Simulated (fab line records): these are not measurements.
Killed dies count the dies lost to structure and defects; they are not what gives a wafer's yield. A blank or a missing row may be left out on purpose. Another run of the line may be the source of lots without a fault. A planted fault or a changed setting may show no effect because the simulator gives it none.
Which tool is to blame? + flow n5Finfet + 24 lots, 72 wafers sampled, at 4 steps of a route of 1938

== WHAT THE GAUGES READ, wafer by wafer ==
N5_BEOL_M5_OCD_MEAS_38. Usual: 71.9 nm for trenchDepthNm, sd 1.6.
| lot  | measured     | on     | trenchDepthNm (nm) | flag |
|------|--------------|--------|--------------------|------|
| L074 | day 8 00:32  | ocd-01 | 69.7 72.5 72.6     |      |
| L075 | day 8 06:20  | ocd-02 | 72.8 69.6 73.5     |      |
| L076 | day 8 20:17  | ocd-02 | 72.6 71.6 69.8     |      |
| L077 | day 9 00:51  | ocd-02 | 72.8 73.4 71.4     |      |
| L078 | day 9 01:11  | ocd-01 | 69.7 72.2 69.2     |      |
| L079 | day 9 07:49  | ocd-02 | 70.2 67.7 71.3     |      |
| L080 | day 10 03:27 | ocd-02 | 73.1 72.8 73.1     |      |
| L081 | day 10 11:54 | ocd-02 | 68.8 73.0 71.1     |      |
| L083 | day 10 14:41 | ocd-02 | 67.6 70.1 69.7     |      |
| L082 | day 11 02:05 | ocd-01 | 73.0 72.1 71.7     |      |
| L085 | day 11 17:29 | ocd-01 | 70.2 70.6 70.6     |      |
| L084 | day 11 17:49 | ocd-02 | 72.7 71.7 71.9     |      |
| L086 | day 11 23:41 | ocd-02 | 74.7 72.6 71.8     |      |
| L089 | day 12 02:07 | ocd-01 | 70.9 71.7 72.0     |      |
| L087 | day 12 02:10 | ocd-02 | 75.1 72.7 71.8     |      |
| L088 | day 12 02:34 | ocd-02 | 72.9 73.2 73.1     |      |
| L090 | day 12 08:20 | ocd-02 | 72.7 73.1 73.0     |      |
| L091 | day 13 02:13 | ocd-02 | 71.6 70.5 69.7     |      |
| L092 | day 13 02:21 | ocd-01 | 72.5 75.0 72.2     |      |
| L093 | day 13 06:35 | ocd-02 | 73.2 73.5 72.6     |      |
| L094 | day 14 04:23 | ocd-02 | 73.6 70.2 72.1     |      |
| L095 | day 14 04:34 | ocd-01 | 73.6 72.1 72.4     |      |
| L096 | day 14 04:44 | ocd-02 | 68.6 68.9 69.4     |      |
| L097 | day 14 13:52 | ocd-02 | 72.2 72.5 72.9     |      |

N5_BEOL_M6_THK_MEAS_01. Usual: M6_ILD_THK 155.2 nm, standard deviation 2.3.
| lot  | measured     | on           | M6_ILD_THK (nm)   | flag |
|------|--------------|--------------|-------------------|------|
| L074 | day 8 08:13  | filmMetro-02 | 151.1 154.4 153.0 |      |
| L075 | day 8 14:08  | filmMetro-02 | 153.6 157.1 156.2 |      |
| L076 | day 9 04:18  | filmMetro-01 | 153.9 156.0 157.6 |      |
| L077 | day 9 08:49  | filmMetro-02 | 155.4 158.7 157.0 |      |
| L078 | day 9 08:56  | filmMetro-02 | 151.1 153.3 155.0 |      |
| L079 | day 9 15:17  | filmMetro-01 | 153.4 157.9 157.0 |      |
| L080 | day 10 11:55 | filmMetro-01 | 157.5 157.7 156.6 |      |
| L081 | day 10 19:52 | filmMetro-02 | 155.2 154.1 154.7 |      |
| L083 | day 10 22:18 | filmMetro-01 | 151.0 152.8 155.0 |      |
| L082 | day 11 09:31 | filmMetro-01 | 155.8 156.9 157.3 |      |
| L085 | day 12 00:46 | filmMetro-01 | 153.6 154.9 158.4 |      |
| L084 | day 12 03:44 | filmMetro-02 | 155.5 156.9 157.0 |      |
| L086 | day 12 06:58 | filmMetro-01 | 153.8 158.0 158.5 |      |
| L089 | day 12 09:20 | filmMetro-02 | 156.3 151.1 152.8 |      |
| L087 | day 12 11:05 | filmMetro-01 | 155.2 151.7 159.3 |      |
| L088 | day 12 11:31 | filmMetro-01 | 149.8 155.1 155.7 |      |
| L090 | day 12 15:52 | filmMetro-02 | 153.8 157.4 155.6 |      |
| L091 | day 13 10:48 | filmMetro-01 | 150.3 156.7 152.6 |      |
| L092 | day 13 11:28 | filmMetro-02 | 151.9 154.9 159.2 |      |
| L093 | day 13 16:19 | filmMetro-02 | 152.3 155.8 156.0 |      |
| L094 | day 14 12:04 | filmMetro-01 | 152.0 153.7 155.7 |      |
| L095 | day 14 13:05 | filmMetro-01 | 153.5 154.0 156.7 |      |
| L096 | day 14 15:44 | filmMetro-01 | 156.3 153.0 154.9 |      |
| L097 | day 14 21:44 | filmMetro-02 | 154.7 152.0 157.2 |      |

N5_BEOL_M6_INSPECT_13: inspects for defects (brightfield). Usual: 430 for rawDefectCount, sd 120.
| lot  | measured     | on               | rawDefectCount | flag |
|------|--------------|------------------|----------------|------|
| L074 | day 8 11:05  | defectInspect-02 | 263 350 253    |      |
| L075 | day 8 16:11  | defectInspect-02 | 470 416 462    |      |
| L076 | day 9 08:56  | defectInspect-02 | 293 278 314    |      |
| L077 | day 9 10:23  | defectInspect-01 | 647 861 475    |      |
| L078 | day 9 10:37  | defectInspect-01 | 492 503 529    |      |
| L079 | day 9 16:49  | defectInspect-02 | 334 330 436    |      |
| L080 | day 10 12:58 | defectInspect-01 | 482 394 300    |      |
| L081 | day 10 20:58 | defectInspect-02 | 498 451 307    |      |
| L083 | day 11 00:04 | defectInspect-01 | 284 347 254    |      |
| L082 | day 11 11:29 | defectInspect-02 | 428 287 411    |      |
| L085 | day 12 02:43 | defectInspect-02 | 496 284 317    |      |
| L084 | day 12 08:33 | defectInspect-01 | 449 428 356    |      |
| L086 | day 12 09:16 | defectInspect-01 | 391 508 296    |      |
| L089 | day 12 10:20 | defectInspect-02 | 428 339 368    |      |
| L087 | day 12 13:02 | defectInspect-02 | 413 409 315    |      |
| L088 | day 12 13:17 | defectInspect-01 | 560 552 678    |      |
| L090 | day 12 16:50 | defectInspect-01 | 446 345 356    |      |
| L091 | day 13 11:27 | defectInspect-01 | 389 308 351    |      |
| L092 | day 13 12:13 | defectInspect-01 | 335 661 501    |      |
| L093 | day 13 18:29 | defectInspect-02 | 444 310 313    |      |
| L094 | day 14 13:29 | defectInspect-02 | 410 656 630    |      |
| L095 | day 14 14:15 | defectInspect-01 | 464 503 607    |      |
| L096 | day 14 18:02 | defectInspect-01 | 469 313 457    |      |
| L097 | day 14 23:26 | defectInspect-01 | 340 350 567    |      |

== WHAT TOOL EACH LOT RAN ON (gives the tool, then ch and the chambers of the sampled wafers, and finally the start) ==
| lot  | N5_BEOL_M5_ANNEAL_51            |
|------|---------------------------------|
| L074 | rtpAnneal-02 ch 0, day 8 06:44  |
| L075 | rtpAnneal-01 ch 0, day 8 12:43  |
| L076 | rtpAnneal-02 ch 0, day 9 02:19  |
| L077 | rtpAnneal-01 ch 0, day 9 07:13  |
| L078 | rtpAnneal-02 ch 0, day 9 07:19  |
| L079 | rtpAnneal-01 ch 0, day 9 13:47  |
| L080 | rtpAnneal-02 ch 0, day 10 10:23 |
| L081 | rtpAnneal-01 ch 0, day 10 18:20 |
| L083 | rtpAnneal-01 ch 0, day 10 20:42 |
| L082 | rtpAnneal-02 ch 0, day 11 08:00 |
| L085 | rtpAnneal-01 ch 0, day 11 23:17 |
| L084 | rtpAnneal-02 ch 0, day 12 02:15 |
| L086 | rtpAnneal-02 ch 0, day 12 05:28 |
| L089 | rtpAnneal-01 ch 0, day 12 07:53 |
| L087 | rtpAnneal-02 ch 0, day 12 09:35 |
| L088 | rtpAnneal-02 ch 0, day 12 10:07 |
| L090 | rtpAnneal-01 ch 0, day 12 14:25 |
| L091 | rtpAnneal-02 ch 0, day 13 08:52 |
| L092 | rtpAnneal-02 ch 0, day 13 09:57 |
| L093 | rtpAnneal-02 ch 0, day 13 14:28 |
| L094 | rtpAnneal-02 ch 0, day 14 10:38 |
| L095 | rtpAnneal-01 ch 0, day 14 11:34 |
| L096 | rtpAnneal-02 ch 0, day 14 14:02 |
| L097 | rtpAnneal-02 ch 0, day 14 20:13 |
- N5_BEOL_M5_ANNEAL_51: time 90 s.

== AS READ BY THE TOOLS THEMSELVES (means over the sampled wafers that have a number; for cases with no such wafer, the mark the record gives instead) ==
N5_BEOL_M5_ANNEAL_51. Usual: 225.96 for wafer_temp_C_max, sd 0.25.
| lot  | tool         | wafer_temp_C_max | flag |
|------|--------------|------------------|------|
| L074 | rtpAnneal-02 | 226.28           |      |
| L075 | rtpAnneal-01 | 225.57           |      |
| L076 | rtpAnneal-02 | 226.15           |      |
| L077 | rtpAnneal-01 | 225.94           |      |
| L078 | rtpAnneal-02 | 225.55           |      |
| L079 | rtpAnneal-01 | 225.82           |      |
| L080 | rtpAnneal-02 | 226.02           |      |
| L081 | rtpAnneal-01 | 225.75           |      |
| L083 | rtpAnneal-01 | 225.93           |      |
| L082 | rtpAnneal-02 | 226.23           |      |
| L085 | rtpAnneal-01 | 225.49           |      |
| L084 | rtpAnneal-02 | 226.04           |      |
| L086 | rtpAnneal-02 | 225.93           |      |
| L089 | rtpAnneal-01 | 225.86           |      |
| L087 | rtpAnneal-02 | 226.08           |      |
| L088 | rtpAnneal-02 | 225.96           |      |
| L090 | rtpAnneal-01 | 225.73           |      |
| L091 | rtpAnneal-02 | 226.08           |      |
| L092 | rtpAnneal-02 | 226.40           |      |
| L093 | rtpAnneal-02 | 226.15           |      |
| L094 | rtpAnneal-02 | 226.01           |      |
| L095 | rtpAnneal-01 | 225.78           |      |
| L096 | rtpAnneal-02 | 225.86           |      |
| L097 | rtpAnneal-02 | 226.10           |      |

== THE ANSWER, worked out from the rows above alone ==
Rule: a lot is off if the mean of its wafers that have a number lies more than 3 standard deviations from the usual mean. A lot without any number at a reading at which 4 lots or more have one is off too. The other lots that the step has rows for count as sound. First the gauges in route order, then the tools' own readings, where a lot's mean is used as printed above. The first step at which some lot is off is used, and at that step the reading that is off furthest; a lot without a number counts as furthest.
None of the lots is off at any reading shown; this tells nothing.

== WHAT THE SIMULATOR HAD PUT IN ==
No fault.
